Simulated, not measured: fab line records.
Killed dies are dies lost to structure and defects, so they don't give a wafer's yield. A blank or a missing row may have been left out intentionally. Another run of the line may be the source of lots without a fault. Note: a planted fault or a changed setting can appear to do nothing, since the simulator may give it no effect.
Which of the tools did it? | flow n5Finfet | 24 lots with 72 wafers sampled at 5 steps, on a route of 1938 steps

WHAT THE GAUGES READ, wafer by wafer
N5_BEOL_M14_OVL_MEAS_29.
lot  | measured     | on         | M14_OVL (nm)
L074 | day 12 07:03 | overlay-02 | 10 6 10
L075 | day 12 12:46 | overlay-01 | 7 -3 4
L077 | day 13 00:28 | overlay-01 | -1 0 4
L076 | day 13 01:43 | overlay-02 | 2 6 1
L078 | day 13 07:18 | overlay-02 | 2 3 2
L080 | day 13 07:37 | overlay-01 | 10 2 2
L081 | day 13 18:45 | overlay-02 | -5 1 -4
L079 | day 14 08:38 | overlay-01 | 5 3 -6
L082 | day 14 09:24 | overlay-01 | 4 -1 4
L083 | day 14 13:26 | overlay-01 | -2 2 -1
L084 | day 14 20:40 | overlay-02 | -2 3 6
L087 | day 14 23:27 | overlay-01 | 8 8 5
L085 | day 15 16:18 | overlay-01 | -1 2 -4
L088 | day 15 18:57 | overlay-01 | 3 0 -6
L089 | day 15 22:34 | overlay-01 | 0 4 0
L086 | day 15 23:55 | overlay-02 | 4 5 -5
L091 | day 16 01:29 | overlay-02 | 7 -1 2
L092 | day 16 21:09 | overlay-02 | -7 9 -2
L090 | day 17 03:04 | overlay-01 | 7 2 8
L093 | day 17 06:29 | overlay-01 | 1 3 2
L095 | day 17 08:43 | overlay-02 | -8 -3 -3
L094 | day 18 02:11 | overlay-01 | 7 7 4
L096 | day 18 09:30 | overlay-02 | 0 -2 3
L097 | day 18 19:55 | overlay-02 | -1 -2 -6

N5_BEOL_M14_INSPECT_30: inspects for defects (macro).
lot  | measured     | on               | rawDefectCount
L074 | day 12 07:05 | defectInspect-02 | 1 1 4
L075 | day 12 12:47 | defectInspect-02 | 5 2 1
L077 | day 13 00:29 | defectInspect-02 | 2 1 1
L076 | day 13 01:44 | defectInspect-02 | 1 4 1
L078 | day 13 07:19 | defectInspect-01 | 1 2 2
L080 | day 13 07:38 | defectInspect-01 | 4 1 1
L081 | day 13 18:46 | defectInspect-02 | 0 4 2
L079 | day 14 08:40 | defectInspect-02 | 3 1 1
L082 | day 14 09:25 | defectInspect-01 | 0 3 0
L083 | day 14 13:28 | defectInspect-01 | 2 2 4
L084 | day 14 20:41 | defectInspect-02 | 1 3 0
L087 | day 14 23:28 | defectInspect-02 | 1 3 3
L085 | day 15 16:19 | defectInspect-02 | 4 2 3
L088 | day 15 18:59 | defectInspect-02 | 1 2 4
L089 | day 15 22:36 | defectInspect-02 | 3 1 3
L086 | day 15 23:56 | defectInspect-02 | 1 5 0
L091 | day 16 01:30 | defectInspect-02 | 2 0 0
L092 | day 16 21:10 | defectInspect-01 | 1 2 4
L090 | day 17 03:05 | defectInspect-02 | 0 1 3
L093 | day 17 06:30 | defectInspect-01 | 3 1 4
L095 | day 17 08:44 | defectInspect-02 | 3 3 1
L094 | day 18 02:12 | defectInspect-01 | 4 2 4
L096 | day 18 09:32 | defectInspect-01 | 4 2 3
L097 | day 18 19:56 | defectInspect-01 | 2 2 4

N5_BEOL_M15_CD_MEAS_10 targets a cd of 360 nm.
lot  | measured     | on       | cdNm (nm)
L074 | day 12 11:29 | cdSem-02 | 358.9 358.2 358.1
L075 | day 13 06:54 | cdSem-02 | 360.2 359.5 359.1
L077 | day 13 07:20 | cdSem-01 | 361.0 361.2 359.5
L076 | day 13 09:17 | cdSem-03 | 361.6 359.2 357.9
L078 | day 13 10:38 | cdSem-02 | 360.5 361.3 359.8
L080 | day 13 12:59 | cdSem-01 | 358.8 357.5 358.9
L081 | day 13 22:22 | cdSem-01 | 358.8 358.6 359.6
L079 | day 14 13:53 | cdSem-03 | 360.3 361.2 362.5
L082 | day 14 14:02 | cdSem-02 | 357.4 356.2 359.5
L083 | day 14 17:07 | cdSem-02 | 359.6 360.1 357.8
L084 | day 15 01:35 | cdSem-01 | 360.2 359.7 361.2
L087 | day 15 02:34 | cdSem-03 | 358.5 357.9 357.4
L085 | day 15 20:34 | cdSem-02 | 357.1 357.8 358.3
L088 | day 16 00:06 | cdSem-02 | 359.8 360.1 359.7
L089 | day 16 03:42 | cdSem-02 | 359.3 360.1 359.7
L086 | day 16 03:57 | cdSem-01 | 357.4 358.7 357.8
L091 | day 16 08:07 | cdSem-02 | 360.4 359.4 360.3
L092 | day 17 02:41 | cdSem-01 | 360.8 360.1 360.6
L090 | day 17 06:38 | cdSem-01 | 356.2 356.6 356.9
L093 | day 17 10:26 | cdSem-02 | 359.4 358.5 357.7
L095 | day 17 13:30 | cdSem-02 | 358.9 359.3 359.4
L094 | day 18 08:48 | cdSem-03 | 360.0 357.5 359.1
L096 | day 18 16:25 | cdSem-01 | 359.7 359.5 358.5
L097 | day 19 06:47 | cdSem-03 | 360.4 360.3 360.2

WHAT TOOL EACH LOT RAN ON (gives the tool, then ch and the chambers of the sampled wafers, and finally the start)
lot  | N5_BEOL_M14_DESCUM_33             | N5_BEOL_M14_STRIP_37
L074 | rieDiel-01 ch 0,1, day 12 07:07   | rieDiel-02 ch 0,2,3, day 12 08:13
L075 | rieDiel-01 ch 0,1,2, day 12 12:50 | rieDiel-02 ch 1,2, day 13 04:35
L077 | rieDiel-01 ch 0,1,3, day 13 00:31 | rieDiel-01 ch 1,2,3, day 13 05:08
L076 | rieDiel-03 ch 0,1,3, day 13 01:47 | rieDiel-02 ch 0,1,2, day 13 05:10
L078 | rieDiel-03 ch 2,3, day 13 07:22   | rieDiel-03 ch 1,3, day 13 08:06
L080 | rieDiel-01 ch 0,2,3, day 13 07:50 | rieDiel-02 ch 0,1,2, day 13 08:45
L081 | rieDiel-01 ch 0,1,2, day 13 18:49 | rieDiel-02 ch 1,2, day 13 19:51
L079 | rieDiel-02 ch 1,3, day 14 08:41   | rieDiel-01 ch 1,2,3, day 14 10:43
L082 | rieDiel-03 ch 0,1,3, day 14 09:50 | rieDiel-01 ch 0,1,2, day 14 10:53
L083 | rieDiel-01 ch 1,2,3, day 14 13:30 | rieDiel-03 ch 1,3, day 14 14:19
L084 | rieDiel-02 ch 0,1,2, day 14 20:43 | rieDiel-01 ch 0,3, day 14 22:56
L087 | rieDiel-01 ch 0,2,3, day 14 23:38 | rieDiel-01 ch 1,3, day 15 00:17
L085 | rieDiel-03 ch 1,2,3, day 15 16:22 | rieDiel-03 ch 1,3, day 15 17:11
L088 | rieDiel-03 ch 1,3, day 15 19:08   | rieDiel-02 ch 0,1,3, day 15 21:39
L089 | rieDiel-01 ch 0,1,2, day 15 23:43 | rieDiel-01 ch 0,3, day 16 01:17
L086 | rieDiel-02 ch 0,2, day 16 00:07   | rieDiel-02 ch 1,2,3, day 16 01:30
L091 | rieDiel-02 ch 1,2,3, day 16 01:40 | rieDiel-02 ch 1,2, day 16 05:19
L092 | rieDiel-03 ch 1,3, day 16 21:20   | rieDiel-02 ch 0,1,3, day 16 23:23
L090 | rieDiel-01 ch 0,1,3, day 17 03:07 | rieDiel-03 ch 2,3, day 17 03:53
L093 | rieDiel-02 ch 0,2, day 17 06:48   | rieDiel-01 ch 1,3, day 17 07:28
L095 | rieDiel-03 ch 0,1,3, day 17 08:46 | rieDiel-02 ch 1,2,3, day 17 10:40
L094 | rieDiel-01 ch 1,2,3, day 18 02:14 | rieDiel-02 ch 0,1,2, day 18 06:25
L096 | rieDiel-02 ch 2,3, day 18 09:34   | rieDiel-02 ch 0,1,2, day 18 13:37
L097 | rieDiel-03 ch 1,2,3, day 18 20:05 | rieDiel-03 ch 0,2, day 19 03:59
- N5_BEOL_M14_DESCUM_33: chemistry O2, time 7.9 s.
- N5_BEOL_M14_STRIP_37: strips in O2.

WHAT THE TOOLS THEMSELVES READ (means of the sampled wafers that have a number; where no wafer has one, the mark that the record gives instead)
N5_BEOL_M14_DESCUM_33.
lot  | tool       | biasPowerW (W) | drypumpMotorCurrentA (A) | oesProductAu (a.u.) | rfVppV (V) | showerheadPlenumPTorr (Torr) | throttleValvePct (%)
L074 | rieDiel-01 | 19.97          | 5.7                      | 0.86                | 244.7      | 2.19                         | 20.08
L075 | rieDiel-01 | 20.01          | 5.5                      | 0.87                | 243.7      | 2.16                         | 20.18
L077 | rieDiel-01 | 19.99          | 5.8                      | 0.80                | 243.2      | 2.14                         | 20.24
L076 | rieDiel-03 | 19.98          | 5.6                      | 0.89                | 244.7      | 2.15                         | 20.21
L078 | rieDiel-03 | 19.98          | 6.2                      | 0.85                | 243.9      | 2.18                         | 20.31
L080 | rieDiel-01 | 19.98          | 5.5                      | 0.83                | 244.2      | 2.12                         | 20.34
L081 | rieDiel-01 | 20.04          | 5.5                      | 0.84                | 243.7      | 2.16                         | 20.22
L079 | rieDiel-02 | 20.04          | 6.4                      | 0.92                | 243.6      | 2.05                         | 20.27
L082 | rieDiel-03 | 20.05          | 5.6                      | 0.88                | 243.6      | 2.15                         | 20.24
L083 | rieDiel-01 | 20.02          | 5.7                      | 0.80                | 243.8      | 2.14                         | 20.30
L084 | rieDiel-02 | 20.01          | 5.9                      | 0.84                | 243.7      | 2.12                         | 20.37
L087 | rieDiel-01 | 20.03          | 5.6                      | 0.81                | 243.0      | 2.11                         | 20.35
L085 | rieDiel-03 | 20.01          | 6.0                      | 0.84                | 244.7      | 2.17                         | 20.27
L088 | rieDiel-03 | 20.01          | 5.7                      | 0.85                | 244.5      | 2.17                         | 20.21
L089 | rieDiel-01 | 19.99          | 5.5                      | 0.83                | 244.2      | 2.15                         | 20.23
L086 | rieDiel-02 | 19.93          | 5.9                      | 0.81                | 244.1      | 2.17                         | 20.43
L091 | rieDiel-02 | 19.95          | 6.4                      | 0.87                | 244.1      | 2.10                         | 20.35
L092 | rieDiel-03 | 20.01          | 5.7                      | 0.83                | 243.9      | 2.17                         | 20.22
L090 | rieDiel-01 | 20.03          | 5.8                      | 0.77                | 244.4      | 2.13                         | 20.29
L093 | rieDiel-02 | 20.07          | 5.6                      | 0.81                | 244.4      | 2.14                         | 20.54
L095 | rieDiel-03 | 19.95          | 5.6                      | 0.84                | 244.2      | 2.15                         | 20.27
L094 | rieDiel-01 | 20.05          | 5.7                      | 0.77                | 243.5      | 2.13                         | 20.33
L096 | rieDiel-02 | 19.96          | 6.4                      | 0.80                | 243.6      | 2.14                         | 20.42
L097 | rieDiel-03 | 20.01          | 6.0                      | 0.80                | 245.0      | 2.16                         | 20.31

N5_BEOL_M14_STRIP_37.
lot  | tool       | drypumpMotorCurrentA (A) | oesProductAu (a.u.) | rfVppV (V) | showerheadPlenumPTorr (Torr) | throttleValvePct (%)
L074 | rieDiel-02 | 6.1                      | 0.81                | 2.9        | 2.14                         | 16.79
L075 | rieDiel-02 | 6.2                      | 0.88                | 4.8        | 2.10                         | 16.47
L077 | rieDiel-01 | 5.7                      | 0.82                | 3.9        | 2.15                         | 16.51
L076 | rieDiel-02 | 5.9                      | 0.86                | 3.9        | 2.13                         | 16.56
L078 | rieDiel-03 | 5.6                      | 0.90                | 3.5        | 2.16                         | 16.41
L080 | rieDiel-02 | 6.0                      | 0.86                | 3.8        | 2.13                         | 16.56
L081 | rieDiel-02 | 6.2                      | 0.83                | 3.7        | 2.15                         | 16.52
L079 | rieDiel-01 | 5.7                      | 0.80                | 3.9        | 2.15                         | 16.53
L082 | rieDiel-01 | 5.5                      | 0.84                | 3.9        | 2.16                         | 16.43
L083 | rieDiel-03 | 5.6                      | 0.89                | 3.7        | 2.16                         | 16.43
L084 | rieDiel-01 | 5.7                      | 0.81                | 2.9        | 2.12                         | 16.57
L087 | rieDiel-01 | 5.9                      | 0.77                | 3.7        | 2.17                         | 16.47
L085 | rieDiel-03 | 5.7                      | 0.84                | 3.1        | 2.18                         | 16.45
L088 | rieDiel-02 | 6.1                      | 0.87                | 4.0        | 2.07                         | 16.61
L089 | rieDiel-01 | 5.8                      | 0.75                | 3.8        | 2.10                         | 16.67
L086 | rieDiel-02 | 6.4                      | 0.86                | 3.7        | 2.10                         | 16.55
L091 | rieDiel-02 | 6.3                      | 0.83                | 3.5        | 2.09                         | 16.51
L092 | rieDiel-02 | 6.1                      | 0.86                | 3.0        | 2.07                         | 16.63
L090 | rieDiel-03 | 5.9                      | 0.82                | 3.0        | 2.14                         | 16.54
L093 | rieDiel-01 | 6.0                      | 0.73                | 3.8        | 2.12                         | 16.63
L095 | rieDiel-02 | 6.4                      | 0.85                | 2.9        | 2.09                         | 16.59
L094 | rieDiel-02 | 5.9                      | 0.81                | 3.5        | 2.12                         | 16.66
L096 | rieDiel-02 | 5.9                      | 0.81                | 3.7        | 2.12                         | 16.66
L097 | rieDiel-03 | 6.3                      | 0.79                | 4.2        | 2.16                         | 16.65

THE ANSWER, worked out from the rows above alone
Rule: the usual values come from the lots themselves. Put in order of their means at a reading, lots are off if they are a third of the lots or fewer, leave a main group of 4 or more, and stand apart from it by a gap of 3 or more times the standard deviation of the main group's means; of several such gaps the widest counts. Not used: any main group whose means are identical at the precision the tables above print for the reading. A lot without any number at a reading at which 4 lots or more have one is off too. Any other lot the step has rows for is counted as sound. Order of review: gauges by route order, followed by the tools' own readings, for which a lot's mean as printed above is used. At the first step where some lot is off, the reading lying furthest off is the one used; lots without a number count as furthest.
Across all readings shown, no lot is off: no conclusion can be drawn from this.

WHAT THE SIMULATOR HAD INSERTED
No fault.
